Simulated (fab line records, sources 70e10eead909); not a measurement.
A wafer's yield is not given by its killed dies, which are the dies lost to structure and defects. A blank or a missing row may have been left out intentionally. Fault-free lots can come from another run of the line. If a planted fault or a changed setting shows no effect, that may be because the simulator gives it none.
Matching of chambers ; flow nandHarc ; pecvd-01 running NHARC_A_CONTACT_DEP_29: 3 sister chambers
The step deposits SiON, target thk 70 nm. 14 wafers are shown with their chamber, then 7 later ones without.

== WAFERS PAIRED WITH THEIR CHAMBERS ==
wafer;chamber;chamberPressureTorr (Torr);heaterPowerW (W);heaterPowerOuterW (W)
L074.2;2;3.503;748;462
L074.4;1;3.485;708;418
L074.5;0;3.486;689;379
L077.1;0;3.498;688;376
L077.2;2;3.504;860;495
L077.4;2;3.494;835;503
L079.1;2;3.501;806;466
L079.5;2;3.500;832;476
L079.6;1;3.487;651;398
L085.3;2;3.498;817;470
L085.4;2;3.496;804;472
L085.5;0;3.499;768;419
L087.2;0;3.506;815;477
L087.5;0;3.509;826;474

SIGNATURES (means of the wafers above)
reading;chamber 0;chamber 1;chamber 2;scatter within a chamber
chamberPressureTorr;3.49960;3.48600;3.49943;0.00602
heaterPowerW;757.20;679.50;814.57;49.2
heaterPowerOuterW;425.00;408.00;477.71;32
Rule: for a wafer and a chamber, the distance is found by dividing, reading by reading, the gap between the wafer's reading and the chamber's mean by the reading's scatter, squaring, summing and taking the root. If the next closest chamber is less than 2 further off than the closest, the wafer can't be placed; otherwise it belongs to the closest. How the scatter is found: for the shown wafers, subtract from each reading the mean of its chamber, square and add these, divide the total by (wafers less chambers), then take the root.

== WAFERS WHOSE CHAMBER IS MISSING ==
wafer;chamberPressureTorr (Torr);heaterPowerW (W);heaterPowerOuterW (W)
L087.6;3.494;665;389
L090.1;3.493;734;455
L090.2;3.493;808;462
L090.6;3.505;747;412
L095.1;3.500;745;461
L095.4;3.495;822;476
L095.5;3.507;729;458

== EACH ONE'S CHAMBER ==
wafer;from the rows above;in truth
L087.6;can't be placed: 1 or 0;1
L090.1;can't be placed: 0 or 2 or 1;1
L090.2;can't be placed: 2 or 0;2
L090.6;can't be placed: 0 or 2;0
L095.1;can't be placed: 0 or 2 or 1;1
L095.4;can't be placed: 2 or 0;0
L095.5;can't be placed: 0 or 2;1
Correct placement for 0 of the 7. Unplaceable from these rows: 7, with the true chamber sitting among the candidates in 6. Number placed wrongly: 0.
